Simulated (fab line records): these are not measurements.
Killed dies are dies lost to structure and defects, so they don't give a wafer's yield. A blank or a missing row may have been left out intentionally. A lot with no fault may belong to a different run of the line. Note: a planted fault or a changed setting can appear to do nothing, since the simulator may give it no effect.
Chamber matching -- flow n5Finfet -- N5_BEOL_M2_VIA_ETCH_34 on rieDiel-01: 4 sister chambers
The step etches the open film in C4F6/O2, target depth 69.4 nm, time 65.9 s. 4 wafers are shown with their chamber, then 10 later ones without.

## EACH WAFER AND ITS CHAMBER
wafer,chamber,throttleValvePct (%)
L082.2,2,31.21
L086.5,3,30.41
L088.2,0,31.03
L088.3,1,30.52

## WAFERS WITH NO CHAMBER GIVEN
wafer,throttleValvePct (%)
L088.5,31.04
L091.2,30.43
L091.4,31.22
L091.6,30.51
L094.4,31.03
L094.5,31.23
L094.6,30.41
L097.1,31.04
L097.4,30.55
L097.5,31.04

## EACH ONE'S CHAMBER
wafer,from the rows above,in truth
L088.5,0,0
L091.2,3,3
L091.4,2,2
L091.6,1,1
L094.4,0,0
L094.5,2,2
L094.6,3,3
L097.1,0,0
L097.4,1,1
L097.5,0,0
10 of 10 placed correctly. Not placeable from these rows: 0. 0 placed wrongly.
How it was worked out, from the rows above alone: a wafer's distance from a chamber is the root of the sum, over the readings, of the square of ((its reading less the chamber's mean) divided by the reading's scatter). If the next closest chamber is less than 2 further off than the closest, the wafer can't be placed; otherwise it belongs to the closest. The mean given for a chamber averages the wafers shown for that chamber. The scatter: with one shown wafer a chamber, the root of the mean of the squares of how far each hidden wafer lies from its nearest shown one.
